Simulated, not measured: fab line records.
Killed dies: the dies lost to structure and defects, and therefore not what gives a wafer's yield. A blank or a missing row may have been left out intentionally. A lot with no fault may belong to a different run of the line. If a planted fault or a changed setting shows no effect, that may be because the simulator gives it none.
Which tool is to blame? -- flow nand_harc -- 18 wafers from 6 lots sampled at 3 of the route's 1302 steps

== WHAT EACH GAUGE READ, for each wafer ==
NHARC_A_M0_INSPECT_11.
lot,measured,on,raw_defect_count
L384,day 23 04:19,defect_inspect-01,92 91 107
L389,day 25 09:47,defect_inspect-01,76 66 62
L394,day 27 05:25,defect_inspect-02,150 126 132
L399,day 30 07:10,defect_inspect-02,64 59 62
L406,day 31 20:20,defect_inspect-02,85 80 90
L404,day 32 01:50,defect_inspect-02,135 131 134

== EACH LOT AND THE TOOL THAT RAN IT (in order: tool; ch and the chambers of the sampled wafers; start) ==
lot,NHARC_A_BLC_CVD_24,NHARC_A_M0_PEB_07
L384,"cvd_w-02 ch 0,1, day 23 04:07 or earlier","litho_track-04 ch 0, day 23 04:07"
L389,"cvd_w-02 ch 0,1, day 25 09:34 or earlier","litho_track-06 ch 0, day 25 09:34"
L394,"cvd_w-01 ch 0,1, day 27 05:13 or earlier","litho_track-04 ch 0, day 27 05:13"
L399,"cvd_w-01 ch 0,1, day 30 06:57 or earlier","litho_track-06 ch 0, day 30 06:57"
L406,"cvd_w-02 ch 0,1, day 31 20:08 or earlier","litho_track-04 ch 0, day 31 20:08"
L404,"cvd_w-02 ch 0,1, day 32 01:38 or earlier","litho_track-04 ch 0, day 32 01:38"
- NHARC_A_BLC_CVD_24: deposits W, target thk 150 nm, time 434 s.
- NHARC_A_M0_PEB_07: peb time 65 s.

== THE ANSWER, worked out from the rows above alone ==
Rule: the lots themselves supply what counts as usual. The widest of any qualifying gaps counts: lots, ordered by their means at a reading, are off when they make up no more than a third of the lots, leave a main group of 4 or more, and stand apart from it by 3 or more times the standard deviation of that group's means. A main group is skipped when, at the precision printed for the reading in the tables above, its means are all equal. Also off: a lot with no number at a reading for which 4 or more lots have one. Any other lot the step has rows for is counted as sound.
No lot is off at any reading shown: from this, nothing can be told.

== WHAT HAD BEEN PUT IN BY THE SIMULATOR ==
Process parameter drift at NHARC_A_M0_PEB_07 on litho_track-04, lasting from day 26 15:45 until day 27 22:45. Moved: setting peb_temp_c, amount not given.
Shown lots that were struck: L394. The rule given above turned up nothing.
